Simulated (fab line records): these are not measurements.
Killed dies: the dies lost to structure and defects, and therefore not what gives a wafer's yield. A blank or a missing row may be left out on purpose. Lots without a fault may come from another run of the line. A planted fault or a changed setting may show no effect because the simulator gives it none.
Which of the tools did it? || flow nandHarc || Sampling: 6 lots, 18 wafers, 5 of 1302 route steps

## WHAT THE GAUGES READ, wafer by wafer
NHARC_END_SORT_01.
{"lot": "L592", "measured": "day 28 20:40", "on": "prober-01", "killedAtArray": "60 63 674"}

## EACH LOT AND THE TOOL THAT RAN IT (in order: tool; ch and the chambers of the sampled wafers; start)
{"lot": "L585", "NHARC_A_CONTACT_DEP_85": "pecvd-04 ch 0,1,2, day 22 21:11", "NHARC_A_CONTACT_ETCH_31": "rieDiel-03 ch 1,2, day 22 22:46", "NHARC_A_CONTACT_ETCH_137": "harCapEtch-03 ch 0,1, day 22 23:59", "NHARC_A_CONTACT_ETCH_98": "rieDiel-03 ch 0,3, no start"}
{"lot": "L592", "NHARC_A_CONTACT_DEP_85": "pecvd-01 ch 0,1,2, day 26 12:10", "NHARC_A_CONTACT_ETCH_31": "rieDiel-03 ch 0,1,3, day 26 13:41", "NHARC_A_CONTACT_ETCH_137": "harCapEtch-01 ch 0,1, day 26 14:58", "NHARC_A_CONTACT_ETCH_98": "rieDiel-13 ch 0,2,3, day 28 20:40 or earlier"}
{"lot": "L599", "NHARC_A_CONTACT_DEP_85": "pecvd-01 ch 0,2, day 29 23:35", "NHARC_A_CONTACT_ETCH_31": "rieDiel-05 ch 0,2,3, day 30 01:12", "NHARC_A_CONTACT_ETCH_137": "harCapEtch-02 ch 0,1, day 30 02:25", "NHARC_A_CONTACT_ETCH_98": "rieDiel-03 ch 1,2, no start"}
{"lot": "L604", "NHARC_A_CONTACT_DEP_85": "pecvd-03 ch 1,2, day 30 13:07", "NHARC_A_CONTACT_ETCH_31": "rieDiel-03 ch 0,1, day 30 14:26", "NHARC_A_CONTACT_ETCH_137": "harCapEtch-01 ch 0,1, day 30 15:43", "NHARC_A_CONTACT_ETCH_98": "rieDiel-13 ch 1,2, no start"}
{"lot": "L603", "NHARC_A_CONTACT_DEP_85": "pecvd-04 ch 0,1, day 30 19:31", "NHARC_A_CONTACT_ETCH_31": "rieDiel-13 ch 0,1,2, day 30 21:17", "NHARC_A_CONTACT_ETCH_137": "harCapEtch-03 ch 0,1, day 30 22:30", "NHARC_A_CONTACT_ETCH_98": "rieDiel-05 ch 2,3, no start"}
{"lot": "L606", "NHARC_A_CONTACT_DEP_85": "pecvd-03 ch 0,2, day 32 09:22", "NHARC_A_CONTACT_ETCH_31": "rieDiel-03 ch 0,1,2, day 32 10:50", "NHARC_A_CONTACT_ETCH_137": "harCapEtch-01 ch 0,1, day 32 12:04", "NHARC_A_CONTACT_ETCH_98": "rieDiel-03 ch 1,2,3, no start"}
- NHARC_A_CONTACT_DEP_85: deposits SiON, target thk 60 nm.
- NHARC_A_CONTACT_ETCH_31: etches the open film in O2/COS, target depth 2800 nm, time 728 s.
- NHARC_A_CONTACT_ETCH_137: etches the open film in C4F8/O2/Ar, time 311 s, target depth 1912 nm.
- NHARC_A_CONTACT_ETCH_98: etches the open film in C4F6/O2, target depth 20 nm, time 10 s.

## THE ANSWER, worked out from the rows above alone
Rule: what is usual is taken from the lots themselves. Put in order of their means at a reading, lots are off if they are a third of the lots or fewer, leave a main group of 4 or more, and stand apart from it by a gap of 3 or more times the standard deviation of the main group's means; of several such gaps the widest counts. If all means in a main group match to the digits the tables above print for the reading, that group is not used. Also off: a lot with no number at a reading for which 4 or more lots have one. Any other lot the step has rows for is counted as sound.
Across all readings shown, no lot is off: no conclusion can be drawn from this.

## WHAT HAD BEEN PUT IN BY THE SIMULATOR
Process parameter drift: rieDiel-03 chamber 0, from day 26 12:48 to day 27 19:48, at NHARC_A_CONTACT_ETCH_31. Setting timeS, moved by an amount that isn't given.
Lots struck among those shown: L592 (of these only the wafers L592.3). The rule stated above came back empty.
